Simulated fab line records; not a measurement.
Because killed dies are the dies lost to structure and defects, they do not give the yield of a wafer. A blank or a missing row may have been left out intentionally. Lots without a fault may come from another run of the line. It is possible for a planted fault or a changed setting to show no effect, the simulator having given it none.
Chamber matching -- flow n5Finfet -- 4 sister chambers for N5_FIN_CUT_ETCH_30 on rieDiel-02
The step etches underlayer in N2/H2, target depth 13 nm, time 10.4 s. 4 wafers are shown with their chamber, then 10 later ones without.

WAFERS PAIRED WITH THEIR CHAMBERS
wafer,chamber,showerheadPlenumPTorr (Torr)
L091.2,0,2.56
L091.3,3,2.68
L091.5,2,2.35
L092.5,1,2.41

WAFERS MISSING THEIR CHAMBER
wafer,showerheadPlenumPTorr (Torr)
L092.6,2.34
L096.1,2.56
L096.2,2.68
L096.3,2.34
L096.4,2.41
L096.5,2.55
L096.6,2.68
L097.3,2.55
L097.4,2.68
L097.6,2.68

WHICH CHAMBER EACH WENT THROUGH
wafer,from the rows above,in truth
L092.6,2,2
L096.1,0,0
L096.2,3,3
L096.3,2,2
L096.4,1,1
L096.5,0,0
L096.6,3,3
L097.3,0,0
L097.4,3,3
L097.6,3,3
Correctly placed: 10 of 10. From these rows, 0 cannot be placed. 0 placed wrongly.
How it was worked out, from the rows above alone: a wafer's distance from a chamber is the root of the sum, over the readings, of the square of ((its reading less the chamber's mean) divided by the reading's scatter). If the next closest chamber is less than 2 further off than the closest, the wafer can't be placed; otherwise it belongs to the closest. Each chamber's mean is taken over the wafers shown for it. The scatter: root of mean squared gap, hidden wafer to nearest shown wafer, with one shown wafer a chamber.
